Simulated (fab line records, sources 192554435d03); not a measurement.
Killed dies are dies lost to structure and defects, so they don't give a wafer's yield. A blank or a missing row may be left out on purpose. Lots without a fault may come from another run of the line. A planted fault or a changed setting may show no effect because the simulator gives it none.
Which tool did it? | flow n5_finfet | 11 lots, 31 wafers sampled, at 5 steps of a route of 1938

WHAT THE GAUGES READ, wafer by wafer
The record holds no reading of a measuring or inspecting step that can be judged against a usual standard deviation.

WHICH TOOL RAN EACH LOT (tool, then ch and the chambers of the sampled wafers, then the start)
lot  | N5_BEOL_M1_VIA_ETCH_34             | N5_MIM_TOP_ETCH_ETCH_00           | N5_MIM_BOT_LITHO_DESCUM_10         | N5_PASSIVATION_PECVD_55         | N5_PASSIVATION_PROBE_49
L230 | rie_diel-03 ch 0,1,2, day 6 10:14  | rie_metal-02 ch 0,1, day 11 16:49 | rie_diel-05 ch 1,2, day 11 17:29   | pecvd-04 ch 0,1,2, day 11 18:25 | -
L231 | rie_diel-06 ch 2,3, day 7 02:02    | rie_metal-03 ch 0,1, day 12 14:38 | rie_diel-02 ch 1,3, day 12 15:38   | pecvd-01 ch 0,1,2, day 12 16:46 | -
L233 | rie_diel-06 ch 0,3, day 7 14:41    | rie_metal-02 ch 0,1, day 12 18:27 | rie_diel-02 ch 2,3, day 12 19:41   | pecvd-03 ch 0,1, day 12 20:35   | prober-02, day 13 06:31
L236 | rie_diel-06 ch 0,1,2, day 8 05:33  | rie_metal-01 ch 0,1, day 13 17:21 | rie_diel-01 ch 0,1,3, day 13 18:00 | pecvd-03 ch 0,1,2, day 13 18:56 | prober-02, day 14 03:38
L239 | rie_diel-06 ch 0,1,3, day 8 20:37  | rie_metal-03 ch 0,1, day 14 18:58 | rie_diel-02 ch 0,2,3, day 14 19:53 | pecvd-03 ch 0,1, day 14 20:47   | prober-01, day 15 06:34
L245 | rie_diel-03 ch 0,3, day 10 14:05   | rie_metal-02 ch 0, day 16 05:54   | rie_diel-05 ch 1,3, day 16 06:41   | pecvd-01 ch 1,2, day 16 07:34   | -
L246 | rie_diel-04 ch 2,3, day 10 20:07   | rie_metal-03 ch 0,1, day 16 18:53 | rie_diel-05 ch 0,1,3, day 16 19:43 | pecvd-03 ch 1,2, day 16 20:41   | -
L248 | rie_diel-03 ch 1,2,3, day 11 09:37 | rie_metal-02 ch 0, day 17 23:44   | rie_diel-01 ch 0,3, day 18 00:34   | pecvd-04 ch 0,2, day 18 01:27   | -
L249 | rie_diel-04 ch 2, day 11 09:39     | rie_metal-03 ch 0,1, day 17 00:10 | rie_diel-05 ch 0, day 17 00:52     | pecvd-04 ch 0,2, day 17 02:09   | -
L250 | rie_diel-06 ch 1,2,3, day 11 14:53 | rie_metal-01 ch 0,1, day 17 06:22 | rie_diel-05 ch 1,3, day 17 07:09   | pecvd-01 ch 0,1,2, day 17 08:02 | -
L252 | rie_diel-06 ch 0,2,3, day 12 13:33 | rie_metal-01 ch 0,1, day 18 15:32 | rie_diel-01 ch 1,3, day 18 16:11   | pecvd-03 ch 0,2, day 18 17:07   | -
- N5_BEOL_M1_VIA_ETCH_34: etches the open film in C4F6/O2, target depth 67.8 nm, time 64.4 s.
- N5_MIM_TOP_ETCH_ETCH_00: etches TiN in Cl2/BCl3, target depth 38.5 nm.
- N5_MIM_BOT_LITHO_DESCUM_10: chemistry O2, time 7.9 s.
- N5_PASSIVATION_PECVD_55: deposits SiO2 from SiH4/N2O, target thk 400 nm, time 22.5 s.
- N5_PASSIVATION_PROBE_49

WHAT THE TOOLS THEMSELVES READ (means of the sampled wafers that have a number; where no wafer has one, the mark that the record gives instead)
N5_BEOL_M1_VIA_ETCH_34. Usual: drypump_motor_current_A 5.9 A, standard deviation 0.33; oes_product_au 0.79 a.u., standard deviation 0.095; rf_vpp_V 658 V, standard deviation 17; showerhead_plenum_p_Torr 2.80 Torr, standard deviation 0.1; throttle_valve_pct 30.8 %, standard deviation 0.31.
lot  | tool        | drypump_motor_current_A (A) | oes_product_au (a.u.) | rf_vpp_V (V) | showerhead_plenum_p_Torr (Torr) | throttle_valve_pct (%) | flag
L230 | rie_diel-03 | 6.0                         | 0.78                  | 650          | 2.80                            | 30.9                   |
L231 | rie_diel-06 | 6.0                         | 0.71                  | 669          | 2.87                            | 30.8                   |
L233 | rie_diel-06 | 5.8                         | 0.75                  | 642          | 2.76                            | 31.1                   |
L236 | rie_diel-06 | 5.9                         | 0.76                  | 666          | 2.80                            | 30.9                   |
L239 | rie_diel-06 | 5.9                         | 0.79                  | 649          | 2.76                            | 31.1                   |
L245 | rie_diel-03 | 5.7                         | 0.77                  | 648          | 2.79                            | 30.8                   |
L246 | rie_diel-04 | 5.9                         | 0.89                  | 689          | 2.85                            | 31.0                   |
L248 | rie_diel-03 | 5.9                         | 0.86                  | 653          | 2.85                            | 30.6                   |
L249 | rie_diel-04 | 6.0                         | 0.93                  | 706          | 2.94                            | 31.2                   |
L250 | rie_diel-06 | 6.0                         | 0.84                  | 659          | 2.82                            | 30.9                   |
L252 | rie_diel-06 | 5.8                         | 0.86                  | 663          | 2.90                            | 30.8                   |

N5_MIM_TOP_ETCH_ETCH_00. Usual: drypump_motor_current_A 5.7 A, standard deviation 0.35; oes_product_au 0.78 a.u., standard deviation 0.065; throttle_valve_pct 22.61 %, standard deviation 0.24.
lot  | tool         | drypump_motor_current_A (A) | oes_product_au (a.u.) | throttle_valve_pct (%) | flag
L230 | rie_metal-02 | 6.1                         | 0.73                  | 22.28                  |
L231 | rie_metal-03 | 5.7                         | 0.76                  | 22.57                  |
L233 | rie_metal-02 | 5.8                         | 0.72                  | 22.38                  |
L236 | rie_metal-01 | 5.3                         | 0.88                  | 22.86                  |
L239 | rie_metal-03 | 5.7                         | 0.75                  | 22.58                  |
L245 | rie_metal-02 | 5.6                         | 0.70                  | 22.51                  |
L246 | rie_metal-03 | 5.7                         | 0.74                  | 22.60                  |
L248 | rie_metal-02 | 5.6                         | 0.71                  | 22.50                  |
L249 | rie_metal-03 | 5.8                         | 0.74                  | 22.65                  |
L250 | rie_metal-01 | 5.3                         | 0.86                  | 22.88                  |
L252 | rie_metal-01 | 5.4                         | 0.85                  | 22.85                  |

N5_MIM_BOT_LITHO_DESCUM_10. Usual: drypump_motor_current_A 5.4 A, standard deviation 0.45; oes_product_au 0.78 a.u., standard deviation 0.057; rf_vpp_V 243.9 V, standard deviation 1.2; showerhead_plenum_p_Torr 2.14 Torr, standard deviation 0.062; throttle_valve_pct 20.45 %, standard deviation 0.24.
lot  | tool        | drypump_motor_current_A (A) | oes_product_au (a.u.) | rf_vpp_V (V) | showerhead_plenum_p_Torr (Torr) | throttle_valve_pct (%) | flag
L230 | rie_diel-05 | 5.5                         | 0.81                  | 244.6        | 2.19                            | 20.22                  |
L231 | rie_diel-02 | 5.1                         | 0.74                  | 243.2        | 2.14                            | 20.60                  |
L233 | rie_diel-02 | 5.6                         | 0.75                  | 243.7        | 2.13                            | 20.49                  |
L236 | rie_diel-01 | 5.8                         | 0.82                  | 243.3        | 2.17                            | 20.55                  |
L239 | rie_diel-02 | 5.5                         | 0.75                  | 243.5        | 2.11                            | 20.46                  |
L245 | rie_diel-05 | 5.3                         | 0.74                  | 244.1        | 2.16                            | 20.49                  |
L246 | rie_diel-05 | 5.4                         | 0.76                  | 242.8        | 2.10                            | 20.53                  |
L248 | rie_diel-01 | 5.9                         | 0.81                  | 244.7        | 2.15                            | 20.42                  |
L249 | rie_diel-05 | 5.4                         | 0.80                  | 241.9        | 2.00                            | 20.56                  |
L250 | rie_diel-05 | 5.4                         | 0.73                  | 243.8        | 2.17                            | 20.46                  |
L252 | rie_diel-01 | 5.7                         | 0.75                  | 244.7        | 2.15                            | 20.79                  |

N5_PASSIVATION_PECVD_55. Usual: heater_power_w 688 W, standard deviation 120; showerhead_plenum_p_Torr 8.22 Torr, standard deviation 0.13; showerhead_vpp_V 1496 V, standard deviation 63; throttle_valve_pct 51.0 %, standard deviation 1.7.
lot  | tool     | heater_power_w (W) | showerhead_plenum_p_Torr (Torr) | showerhead_vpp_V (V) | throttle_valve_pct (%) | flag
L230 | pecvd-04 | 751                | 8.33                            | 1494                 | 50.8                   |
L231 | pecvd-01 | 600                | 8.22                            | 1574                 | 49.4                   |
L233 | pecvd-03 | 621                | 8.14                            | 1449                 | 53.1                   |
L236 | pecvd-03 | 662                | 8.14                            | 1483                 | 51.6                   |
L239 | pecvd-03 | 634                | 8.11                            | 1446                 | 52.4                   |
L245 | pecvd-01 | 589                | 8.16                            | 1504                 | 48.5                   |
L246 | pecvd-03 | 620                | 8.16                            | 1479                 | 52.3                   |
L248 | pecvd-04 | 806                | 8.43                            | 1462                 | 51.3                   |
L249 | pecvd-04 | 812                | 8.38                            | 1471                 | 51.5                   |
L250 | pecvd-01 | 617                | 8.22                            | 1564                 | 49.8                   |
L252 | pecvd-03 | 641                | 8.10                            | 1464                 | 51.1                   |

N5_PASSIVATION_PROBE_49. Usual: defect_limited_yield 90.9 %, standard deviation 1.6; killed_at_M0_to_M3 34, standard deviation 10; killed_at_M4_up 13, standard deviation 5.4; killed_at_contacts 13, standard deviation 6; killed_at_front_end 42, standard deviation 13; killed_at_other 4, standard deviation 3.2; killed_dies 107, standard deviation 18; killed_on_rim 14, standard deviation 4.2; killed_open 69, standard deviation 14; killed_short 35, standard deviation 7.7; sort_bin_4_leakage 0.02 %, standard deviation 0.17; sort_bin_5_function 5.3 %, standard deviation 1; sort_bin_6_memory 3.3 %, standard deviation 0.75; sort_n_pass 1073, standard deviation 19; sort_yield_pct 90.9 %, standard deviation 1.6.
lot  | tool      | defect_limited_yield (%) | killed_at_M0_to_M3 | killed_at_M4_up | killed_at_contacts | killed_at_front_end | killed_at_other | killed_dies | killed_on_rim | killed_open | killed_short | sort_bin_4_leakage (%) | sort_bin_5_function (%) | sort_bin_6_memory (%) | sort_n_pass | sort_yield_pct (%) | flag
L233 | prober-02 | 91.2                     | 32                 | 7               | 12                 | 52                  | 2               | 104         | 13            | 66          | 31           | 0.00                   | 5.2                     | 3.1                   | 1076        | 91.2               |
L236 | prober-02 | 84.2                     | 111                | 10              | 12                 | 52                  | 2               | 186         | 27            | 74          | 33           | 0.00                   | 10.0                    | 4.3                   | 994         | 84.2               | OFF
L239 | prober-01 | 85.2                     | 96                 | 11              | 18                 | 46                  | 3               | 174         | 27            | 70          | 37           | 0.00                   | 9.5                     | 3.6                   | 1006        | 85.2               | OFF

THE ANSWER, worked out from the rows above alone
Rule: a lot is off if the mean of its wafers that have a number lies more than 3 standard deviations from the usual mean. A lot without any number at a reading at which 4 lots or more have one is off too. The other lots that the step has rows for count as sound. The gauges are gone through in route order, then the tools' own readings, and for those a lot's mean is taken as printed above. The first step at which some lot is off is used, and at that step the reading that is off furthest; a lot without a number counts as furthest.
Off: L236, L239, at N5_PASSIVATION_PROBE_49 (killed_at_M0_to_M3). Neither off nor sound, because the step has no rows for them: L230, L231, L245, L246, L248, L249, L250, L252.
A tool fits if, at that step or a process step before it, it ran every lot that is off, and no sound lot after the first of them. Can't be told from this: 2 tools fit, rie_diel-06 at N5_BEOL_M1_VIA_ETCH_34, pecvd-03 at N5_PASSIVATION_PECVD_55.

WHAT THE SIMULATOR HAD PUT IN
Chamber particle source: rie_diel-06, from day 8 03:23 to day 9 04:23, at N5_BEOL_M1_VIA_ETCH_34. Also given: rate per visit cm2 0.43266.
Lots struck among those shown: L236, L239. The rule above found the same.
